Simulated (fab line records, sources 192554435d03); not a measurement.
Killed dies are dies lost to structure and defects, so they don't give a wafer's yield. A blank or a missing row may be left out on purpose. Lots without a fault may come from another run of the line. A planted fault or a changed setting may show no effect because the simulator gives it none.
fab line records | flow n5_finfet
record lots=9 wafers=27 last_day=18
route steps=1938 shown HKMG_FIN@405 BEOL_M4@1111
lots that met no fault: from a run of the same line without faults
start_h: hours from the record's first day to the start of the lot's first wafer shown | wait_h: hours since the lot's step before | " the same as in the row above | L1.1+2: a row that stands for several wafers | - no value, or no start given | * or withheld: withheld | < > ~ a bound
route shown NAME@n: a module of which the file shows steps, and the number in the route of the first | usual: mean/standard deviation of fault-free wafers | same: alike in all rows | chamber/n: place in a boat | sites: the reading at each site | _std_site: their standard deviation | _edge_site: outer sites' mean less inner sites' | radius_mm: how far each site lies from the wafer's centre | mask NAME#n: copy n | behind: the tool/chamber that last shaped the wafer | hold: why the lot was held/for how many hours/how that ended | device: the transistor (n, p or np) that didn't switch | end of line: the same wafers' tests at the end of the route | a step without rows: its recipe alone | killed: dies lost to structure and defects at the first sort, not the wafer's yield | map: a wafer's dies, x killed, . not, _ none there
set.NAME: the setting as run; set.NAME@STEP: as run at that earlier step | model.NAME: the simulator's own value behind a step, which no gauge read
steps of the route over a sample of lots; a table a step, a row a wafer
services: from which hour (start_h, from the record's first day; less than 0 if before it) a tool's chamber was out of use, for how many hours, and why
## steps
# step N5_HKMG_FIN_STRIP_57
# recipe chemistry=CF4 resist=SiARC power_w=300 bias_power_w=75 pressure_mtorr=50 cf4_flow_sccm=150 rf_frequency_hz=6e+07
# usual drypump_motor_current_A=5.8/0.46 oes_product_au=0.79/0.069 rf_vpp_V=271.6/1.6 showerhead_plenum_p_Torr=1.81/0.06 throttle_valve_pct=13.65/0.27
# columns lot.wafer tool chamber start_h wait_h drypump_motor_current_A oes_product_au rf_hours_counter_h rf_vpp_V showerhead_plenum_p_Torr throttle_valve_pct
L270.1 rie_diel-06 1 78.39 0.0 5.8 0.86 49 269.8 1.75 13.67
L270.4 " 3 " " 5.4 0.86 51 272.3 1.82 13.30
L270.5 " 2 " " 6.8 0.77 - 272.4 1.80 13.95
L274.1 rie_diel-03 0 98.58 0.0 6.0 0.73 193 272.6 1.86 13.89
L274.4 " 2 " " 5.6 0.82 77 273.7 1.88 13.63
L274.5 " 3 " " 5.1 0.73 - 270.3 1.71 13.75
L273.1 rie_diel-03 1 100.71 0.0 5.8 0.95 6 273.5 1.91 13.18
L273.5 " 1 " " 5.8 0.95 - 273.5 1.91 13.18
L273.6 " 0 " " 6.0 0.73 - 273.5 1.86 13.90
L277.1 rie_diel-03 0 116.55 0.0 6.0 0.73 200 272.6 1.86 13.90
L277.2 " 3 " " 5.1 0.72 199 268.2 1.71 13.76
L277.5 " 2 " " 5.6 0.82 - 274.6 1.88 13.65
L278.2 rie_diel-06 2 121.53 0.0 6.8 0.75 156 271.5 1.79 14.00
L278.4 " 3 " " 5.4 0.84 66 272.5 1.81 13.34
L278.5 " 1 " " 5.8 0.83 - 268.7 1.75 13.72
L280.1 rie_diel-03 3 135.26 0.0 5.1 0.71 205 269.4 1.71 13.77
L280.4 " 2 " " 5.7 0.80 91 273.4 1.88 13.64
L280.5 " 1 " " 5.8 0.92 - 273.1 1.91 13.20
L288.1 rie_diel-06 0 182.12 0.0 5.8 0.76 139 271.7 1.80 13.67
L288.4 " 3 " " 5.4 0.82 87 272.0 1.81 13.37
L288.5 " 2 " " 6.8 0.74 - 271.3 1.79 14.05
L289.1 rie_diel-06 1 190.70 0.0 5.8 0.81 85 269.0 1.74 13.75
L289.4 " 0 " " 5.7 0.75 142 273.0 1.80 13.68
L289.6 " 3 " " 5.4 0.82 - 272.6 1.81 13.39
L293.2 rie_diel-03 3 212.43 0.0 5.1 0.69 231 268.2 1.70 13.84
L293.4 " 2 " " 5.6 0.78 116 273.2 1.87 13.72
L293.6 " 1 " " 5.8 0.87 - 272.5 1.90 13.27
# step N5_HKMG_FIN_OVL_MEAS_13
# recipe points_per_wafer=44
# usual NWFM_OVL=0.2/0.68
# columns lot.wafer tool chamber start_h wait_h NWFM_OVL[nm]
L270.1 overlay-02 0 81.30 0.0 -0.2
L270.4 " 0 " " -0.6
L270.5 " 0 " " -0.9
L274.1 overlay-01 0 101.53 0.0 -0.7
L274.4 " 0 " " -0.3
L274.5 " 0 " " -0.7
L273.1 overlay-01 0 103.74 0.0 -0.3
L273.5 " 0 " " 0.1
L273.6 " 0 " " -0.3
L277.1 overlay-02 0 119.94 0.0 0.2
L277.2 " 0 " " 0.2
L277.5 " 0 " " 0.8
L278.2 overlay-02 0 124.70 0.0 0.9
L278.4 " 0 " " -0.1
L278.5 " 0 " " 0.2
L280.1 overlay-02 0 138.30 0.0 -0.6
L280.4 " 0 " " -0.1
L280.5 " 0 " " -0.1
L288.1 overlay-01 0 185.22 0.0 -0.4
L288.4 " 0 " " 0.6
L288.5 " 0 " " 0.5
L289.1 overlay-01 0 193.60 0.0 0.1
L289.4 " 0 " " 0.9
L289.6 " 0 " " 0.6
L293.2 overlay-02 0 215.56 0.0 -0.3
L293.4 " 0 " " 0.8
L293.6 " 0 " " -0.5
# step N5_HKMG_FIN_ALD_91
# recipe material=TiN target_thk_a=10 temp_c=400 ald_precursor_family=TiCl4 ald_co_reactant=NH3 pulse_time_s=1 purge_time_s=3 co_reactant_purge_time_s=2 co_reactant_pulse_time_s=2 ald_cycles=47 pressure_torr=3
# usual heater_power_w=905/77 precursor_pulse_height_rel=0.998/0.02 susceptor_temp_C=400.01/0.22
# same pulse_time_s=1
# columns lot.wafer tool chamber start_h wait_h heater_power_w precursor_pulse_height_rel susceptor_temp_C
L270.1 ald_metal-04 1 82.55 0.3 960 0.971 400.32
L270.4 " 3 " " 779 1.010 400.03
L270.5 " 3 " " 750 1.009 400.06
L274.1 ald_metal-01 3 102.56 0.3 825 1.044 400.09
L274.4 " 1 " " 968 0.961 400.17
L274.5 " 2 " " 882 0.972 400.21
L273.1 ald_metal-01 0 104.78 0.3 995 1.005 400.05
L273.5 " 0 " " 964 1.016 400.35
L273.6 " 3 " " 844 0.958 400.02
L277.1 ald_metal-03 3 120.98 0.3 827 0.982 399.76
L277.2 " 2 " " 996 0.970 399.85
L277.5 " 1 " " 860 0.990 400.03
L278.2 ald_metal-01 3 125.88 0.3 839 1.001 399.70
L278.4 " 0 " " 1111 0.996 422.12
L278.5 " 2 " " 847 0.988 400.27
L280.1 ald_metal-03 0 139.34 0.3 937 1.009 400.19
L280.4 " 3 " " 828 0.999 400.10
L280.5 " 2 " " 1008 1.001 400.13
L288.1 ald_metal-04 2 186.26 0.3 1050 1.019 400.04
L288.4 " 1 " " 990 1.028 399.58
L288.5 " 2 " " 1035 1.009 400.18
L289.1 ald_metal-04 3 194.81 0.3 770 1.025 399.97
L289.4 " 2 " " 1037 0.996 400.07
L289.6 " 2 " " 1052 1.001 399.99
L293.2 ald_metal-01 1 216.84 0.3 924 0.991 400.14
L293.4 " 2 " " 839 1.012 400.22
L293.6 " 1 " " 952 1.039 399.90
# step N5_HKMG_FIN_NWFM_ALD_20
# recipe material=TiAlC target_thk_a=20 temp_c=300 ald_precursor_family=TiCl4 ald_co_reactant=TEA pulse_time_s=3 purge_time_s=2 co_reactant_purge_time_s=2 co_reactant_pulse_time_s=10 ald_cycles=7 pressure_torr=3
# usual heater_power_w=503/48 precursor_pulse_height_rel=0.997/0.019 susceptor_temp_C=300.00/0.21
# same pulse_time_s=3
# columns lot.wafer tool chamber start_h wait_h heater_power_w precursor_pulse_height_rel susceptor_temp_C
L270.1 ald_metal-01 0 83.52 0.3 544 0.970 299.88
L270.4 " 1 " " 544 0.976 299.86
L270.5 " 3 " " 462 0.987 299.82
L274.1 ald_metal-04 1 103.53 0.3 537 0.998 299.70
L274.4 " 2 " " 570 1.022 299.82
L274.5 " 1 " " 541 1.022 300.02
L273.1 ald_metal-01 1 105.75 0.3 519 0.973 300.00
L273.5 " 3 " " 464 0.990 299.93
L273.6 " 0 " " 553 1.014 300.03
L277.1 ald_metal-01 1 122.28 0.3 515 0.981 300.06
L277.2 " 3 " " 479 0.983 299.93
L277.5 " 3 " " 463 1.032 300.18
L278.2 ald_metal-04 3 126.93 0.3 433 1.010 299.94
L278.4 " 1 " " 552 0.992 299.96
L278.5 " 2 " " 596 0.992 300.02
L280.1 ald_metal-04 0 140.31 0.3 460 1.000 300.20
L280.4 " 3 " " 424 0.998 300.10
L280.5 " 2 " " 560 0.998 300.13
L288.1 ald_metal-01 0 187.23 0.3 543 1.008 299.92
L288.4 " 1 " " 524 0.990 299.86
L288.5 " 2 " " 477 0.968 299.67
L289.1 ald_metal-04 2 195.78 0.3 575 1.021 299.85
L289.4 " 3 " " 444 1.000 300.19
L289.6 " 2 " " 567 1.005 300.06
L293.2 ald_metal-03 0 217.81 0.3 528 0.995 299.76
L293.4 " 1 " " 472 0.978 299.83
L293.6 " 3 " " 464 1.020 300.06
# step N5_BEOL_M4_RC_MEAS_101
# usual DIBL_N=36.3/1.2 DIBL_P=36.3/1.4 IOFF_N=0.157/0.02 IOFF_N_LONG=5.55e-05/2.7e-06 IOFF_P=0.22/0.033 ION_N=675/9.6 ION_P=465/8.2 SS_N=71.4/0.45 SS_P=73.3/0.54 VT_N=249.8/2.5 VT_N_LONG=274.8/2.1 VT_P=-249/3.2
# columns lot.wafer tool chamber start_h wait_h DIBL_N[mV/V] DIBL_P[mV/V] IOFF_N[nA/um] IOFF_N_LONG[nA/um] IOFF_P[nA/um] ION_N[uA/um] ION_P[uA/um] SS_N[mV/dec] SS_P[mV/dec] VT_N[mV] VT_N_LONG[mV] VT_P[mV]
L270.1 prober-01 0 170.35 0.0 37.2 38.5 0.169 5.34e-05 0.23 681 466 71.4 72.8 246.2 275.3 -249
L270.4 " 0 " " 36.6 37.3 0.150 5.38e-05 0.21 676 467 71.6 72.7 249.8 277.8 -251
L270.5 " 0 " " 35.3 36.4 0.137 5.37e-05 0.20 661 457 71.5 73.0 251.9 276.2 -252
L274.1 prober-01 0 209.08 0.0 36.7 36.7 0.185 5.62e-05 0.25 695 475 72.2 73.9 247.5 272.6 -249
L274.4 " 0 " " 36.6 36.2 0.163 5.45e-05 0.23 679 466 71.9 72.6 250.2 277.8 -249
L274.5 " 0 " " 36.4 36.4 0.179 5.52e-05 0.25 695 477 71.0 72.6 246.5 275.7 -246
L273.1 prober-01 0 215.64 0.0 36.5 35.2 0.145 5.42e-05 0.20 677 465 71.7 73.1 253.5 276.2 -251
L273.5 " 0 " " 37.5 37.4 0.176 5.5e-05 0.24 690 477 71.7 73.4 246.0 277.5 -247
L273.6 " 0 " " 36.6 34.6 0.138 5.48e-05 0.19 674 460 71.2 73.4 252.7 276.6 -251
L277.1 prober-02 0 234.49 0.0 37.6 37.5 0.184 5.83e-05 0.22 686 470 71.3 73.1 244.6 272.4 -247
L277.2 " 0 " " 35.8 34.8 0.135 5.75e-05 0.17 662 449 71.1 72.5 250.2 275.1 -251
L277.5 " 0 " " 35.3 34.3 0.135 5.87e-05 0.17 664 458 71.0 72.0 251.1 272.3 -251
L278.2 prober-01 0 248.07 0.2 37.8 36.3 0.164 5.84e-05 0.23 671 462 72.0 73.7 251.0 274.5 -246
L278.4 " 0 " " 37.8 36.7 0.128 4.69e-05 0.27 668 479 71.1 73.4 256.2 282.1 -242
L278.5 " 0 " " 37.6 35.7 0.170 5.88e-05 0.23 684 472 71.6 73.5 248.2 271.1 -247
L280.1 prober-02 0 251.22 0.0 37.4 35.5 0.168 5.44e-05 0.23 683 466 70.9 73.8 249.0 274.2 -249
L280.4 " 0 " " 36.9 35.0 0.162 5.52e-05 0.21 680 466 71.2 73.2 248.9 274.1 -247
L280.5 " 0 " " 37.3 35.6 0.174 5.49e-05 0.23 682 465 71.6 73.8 250.0 275.5 -247
L288.1 prober-01 0 299.75 0.0 35.0 33.2 0.123 4.97e-05 0.15 654 443 70.7 73.8 256.3 280.1 -256
L288.4 " 0 " " 35.9 34.8 0.141 4.92e-05 0.17 665 450 71.5 73.9 254.5 277.9 -258
L288.5 " 0 " " 35.8 34.6 0.130 4.85e-05 0.17 650 442 71.2 73.9 257.1 278.3 -256
L289.1 prober-02 0 300.57 0.2 35.0 35.5 0.126 5.28e-05 0.18 653 459 70.5 72.8 254.0 275.8 -251
L289.4 " 0 " " 35.4 36.4 0.127 5.22e-05 0.19 661 460 71.3 73.2 254.7 276.8 -251
L289.6 " 0 " " 34.6 35.6 0.115 5.18e-05 0.18 658 459 70.8 73.1 254.7 274.3 -252
L293.2 prober-02 0 331.82 0.2 38.2 39.2 0.187 5.45e-05 0.29 688 471 71.6 74.1 249.0 276.1 -242
L293.4 " 0 " " 34.8 34.9 0.119 5.45e-05 0.20 665 470 70.4 72.6 251.8 275.8 -248
L293.6 " 0 " " 39.5 40.7 0.208 5.39e-05 0.34 685 478 71.7 74.1 247.2 275.0 -243
## services
# columns tool chamber start_h hours kind
ald_metal-03 2 54.87 6.1 repair
rie_diel-03 3 57.16 4.1 repair
rie_diel-03 - 65.58 0.2 repair
rie_diel-03 1 71.21 - clean
rie_diel-03 1 71.21 - consumable_replace:focus_ring
rie_diel-03 1 71.21 - consumable_replace:showerhead
rie_diel-03 1 71.21 12.9 scheduled_down
rie_diel-03 1 71.21 12.9 vent_cycle
ald_metal-04 - 85.16 8.7 pm
ald_metal-03 - 99.46 14.6 pm
ald_metal-04 - 130.82 1.9 repair
ald_metal-01 3 147.59 4.1 repair
ald_metal-01 - 163.09 1.5 repair
ald_metal-04 - 168.50 0.6 repair
rie_diel-06 - 174.50 0.2 repair
rie_diel-03 1 191.39 1.3 repair
## key
first_sign step=N5_HKMG_FIN_ALD_91 reading=susceptor_temp_C direction=up sigmas=99+ usual=* struck=*
effect step=N5_BEOL_M4_RC_MEAS_101 reading=VT_N_LONG direction=up sigmas=3.4 usual=274.8 struck=282.1
effect step=N5_BEOL_M4_RC_MEAS_101 reading=IOFF_N_LONG direction=down sigmas=3.2 usual=5.55e-05 struck=4.69e-05
met_at N5_HKMG_FIN_ALD_91
struck_lots L278
struck_wafers L278.4
not_acting_at N5_HKMG_FIN_STRIP_57,N5_HKMG_FIN_OVL_MEAS_13,N5_HKMG_FIN_NWFM_ALD_20
onset_between 104.78 125.88
fault kind=process_parameter_drift tool=ald_metal-01 chamber=0 onset_h=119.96 steps=N5_HKMG_FIN_ALD_91 channel=temp_c offset=* shape=step end_h=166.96 acts_in=* stated=*
